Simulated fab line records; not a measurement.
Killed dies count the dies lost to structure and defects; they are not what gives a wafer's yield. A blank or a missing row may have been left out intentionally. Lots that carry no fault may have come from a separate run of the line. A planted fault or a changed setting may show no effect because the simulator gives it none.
Comparing a struck lot with a sound one	flow n5Finfet	38 steps out of a route of 1938
Sound: these wafers, L814.1, L814.5, L814.6. Struck: wafer L811.2. (L811.1 of the same lot was not struck and is left out.) The cause comes at the end.
At each step with rows: each side's tool, then ch and its chambers, then its first start. Under that, the readings that differ: sound wafers	struck wafers	difference of the means	sigmas: that difference in standard deviations of wafers without a fault.
alike: same words and numbers on both sides, and readings whose means sit less than 2 such deviations apart. not compared: any withheld reading, any reading some wafer has no value for, any bound like >300 that may hide the same value, and any number with overlapping values for which the record gives no deviation.
The two part at a step that has a row with sigmas, a row that says differs or no value, or rows on one side only. Numbers that don't overlap but have no deviation are shown without sigmas and don't part them. Lack of a reading on every wafer of one side parts them only where that side has two or more wafers.

first, 9 steps without rows for these wafers: N5_BEOL_M2_COAT_05 (resist thk 30 nm); N5_BEOL_M2_EBR_07; N5_BEOL_M2_SOFTBAKE_06 (time 60 s); N5_BEOL_M2_EXPOSE_08 (exposes mask M2); N5_BEOL_M2_PEB_09 (peb time 60 s); N5_BEOL_M2_DEVELOP_10 (develop time 30 s); N5_BEOL_M2_DESCUM_16 (chemistry O2, time 7 s); N5_BEOL_M2_ETCH_74 (etches underlayer in N2/H2, target depth 6.5 nm, time 5.2 s); N5_BEOL_M2_ETCH_63 (etches SiARC in CF4, target depth 15.6 nm, time 26 s).
N5_BEOL_M2_ETCH_64: etches SOC in N2/H2, target depth 75 nm, overetch 22.5 nm, time 121.9 s.
  sound on rieDiel-02 ch 0,1, day 11 13:55; struck on rieDiel-04 ch 3, day 10 21:18
reading	sound	struck	difference	sigmas
model.SiARC_of_BEOL_M2_COAT_62.thkNm (nm)	6.2 6.2 6.2	3	-3	
model.BEOL_M2.cdOffsetNm (nm)	0.2 0 0	1	+1	
  alike: drypumpMotorCurrentA, n2FlowSccm, oesProductAu, rfVppV, showerheadPlenumPTorr, tempC, throttleValvePct
  not compared: rfHoursCounterH
then, 3 steps without rows for these wafers: N5_BEOL_M2_STRIP_65 (strips in N2/H2); N5_BEOL_M2_STRIP_75 (strips in N2/H2); N5_BEOL_M2_STRIP_66 (strips in CF4).
N5_BEOL_M2_HM_OPEN_17: chemistry Cl2/BCl3, target TiN, target depth 20 nm, overetch 6 nm.
  sound on rieMetal-02 ch 0,1, day 11 14:05; struck on rieMetal-02 ch 0, day 10 21:28
reading	sound	struck	difference	sigmas
model.BEOL_M2.cdOffsetNm (nm)	0.2 0 0	0.8	+0.7	
  alike: drypumpMotorCurrentA, oesProductAu, throttleValvePct
  not compared: rfHoursCounterH
then, 1 step without rows for these wafers: N5_BEOL_M2_STRIP_19 (strips in O2).
N5_BEOL_M2_CD_MEAS_18: pitch 36 nm, target cd 18 nm.
  sound on cdSem-02 at day 11 14:27; struck on cdSem-03 at day 10 21:39
reading	sound	struck	difference	sigmas
cdNm (nm)	18.13 17.99 18.32	19.07	+0.92	+4
then, 20 steps without rows for these wafers: N5_BEOL_M2_COAT_67 (time 60 s, resist thk 60 nm); N5_BEOL_M2_COAT_68 (time 60 s, resist thk 12 nm); N5_BEOL_M2_COAT_76 (time 60 s, resist thk 5 nm); N5_BEOL_M2_COAT_22 (resist thk 30 nm); N5_BEOL_M2_EBR_24; N5_BEOL_M2_SOFTBAKE_23 (time 60 s); N5_BEOL_M2_EXPOSE_25 (exposes mask V1, defocus 5 nm); N5_BEOL_M2_PEB_26 (peb time 60 s); N5_BEOL_M2_DEVELOP_27 (develop time 30 s); N5_BEOL_M2_DESCUM_33 (chemistry O2, time 7 s); N5_BEOL_M2_ETCH_77 (etches underlayer in N2/H2, target depth 6.5 nm, time 5.2 s); N5_BEOL_M2_ETCH_69 (etches SiARC in CF4, target depth 15.6 nm, time 26 s); N5_BEOL_M2_ALD_98 (deposits SiO2, target thk 2.5 nm, pulse time 1 s, co reactant pulse time 1 s); N5_BEOL_M2_ETCHBACK_99 (etches SiO2 in CHF3, target depth 5 nm, time 10.4 s); N5_BEOL_M2_ETCH_70 (etches SOC in N2/H2, target depth 80 nm, overetch 24 nm, time 130 s); N5_BEOL_M2_STRIP_71 (strips in N2/H2); N5_BEOL_M2_STRIP_78 (strips in N2/H2); N5_BEOL_M2_VIA_ETCH_34 (etches the open film in C4F6/O2, target depth 69.4 nm, time 65.9 s); N5_BEOL_M2_STRIP_83 (strips in C4F6/O2); N5_BEOL_M2_STRIP_36 (strips in N2/H2).
N5_BEOL_M4_RC_MEAS_101:
  sound on prober-01 ch 0, day 12 23:08; struck on prober-02 ch 0, day 12 04:20
reading	sound	struck	difference	sigmas
CHAIN_V1_max_site (ohm/link)	241 239 251	216	-28	-3
  alike: DIBL_N, DIBL_P, IOFF_N, IOFF_P, ION_N, ION_P, SERP_M2, SERP_M2_max_site, SS_N, SS_P, VT_N, VT_P
following that, these wafers have no rows for 1 step: N5_PASSIVATION_PROBE_49.

== WHERE THEY PART ==
Last at N5_BEOL_M4_RC_MEAS_101 as far as this record goes, first at N5_BEOL_M2_CD_MEAS_18.

WHY: whatever the simulator had introduced
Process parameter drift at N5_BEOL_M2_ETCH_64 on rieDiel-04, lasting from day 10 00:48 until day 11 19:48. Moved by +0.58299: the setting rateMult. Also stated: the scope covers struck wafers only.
